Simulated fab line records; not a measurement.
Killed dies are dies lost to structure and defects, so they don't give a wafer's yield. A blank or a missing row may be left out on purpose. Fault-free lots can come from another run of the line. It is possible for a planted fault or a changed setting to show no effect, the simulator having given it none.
Chamber matching    flow n5 finfet    cmp-03 running N5_BEOL_M13_CMP_49: 4 sister chambers
The step polishes, stops on SiOC, t overpolish 17.1 s, target thk 420 nm. 4 wafers are shown with their chamber, then 10 later ones without.

WAFERS WITH THEIR CHAMBER
wafer   chamber  motor current A (A)
L082.4  1        5.5
L089.1  0        5.7
L094.2  3        5.8
L094.3  2        5.6

WAFERS WITH NO CHAMBER GIVEN
wafer   motor current A (A)
L094.6  5.8
L091.3  5.7
L091.4  5.7
L091.5  5.7
L096.1  5.8
L096.2  5.5
L096.4  5.8
L097.3  6.2
L097.5  5.4
L097.6  5.6

EACH ONE'S CHAMBER
wafer   from the rows above                in truth
L094.6  can't be placed: 3 or 0 or 2       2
L091.3  can't be placed: 0 or 3 or 2 or 1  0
L091.4  can't be placed: 0 or 3 or 2 or 1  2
L091.5  can't be placed: 0 or 3 or 2 or 1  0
L096.1  can't be placed: 3 or 0 or 2       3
L096.2  can't be placed: 1 or 2 or 0       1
L096.4  can't be placed: 3 or 0 or 2       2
L097.3  can't be placed: 3 or 0 or 2       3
L097.5  can't be placed: 1 or 2 or 0       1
L097.6  can't be placed: 2 or 1 or 0 or 3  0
Correctly placed: 0 of 10. Not placeable from these rows: 10 (in 10, the candidates include the true chamber). Number placed wrongly: 0.
How it was worked out, from the rows above alone: a wafer's distance from a chamber is the root of the sum, over the readings, of the square of ((its reading less the chamber's mean) divided by the reading's scatter). The wafer belongs to the nearest chamber; if the next one is less than 2 further off, it can't be placed. The mean given for a chamber averages the wafers shown for that chamber. The scatter (one wafer shown for each chamber): square how far every hidden wafer sits from the nearest shown wafer, average those squares and take the square root.
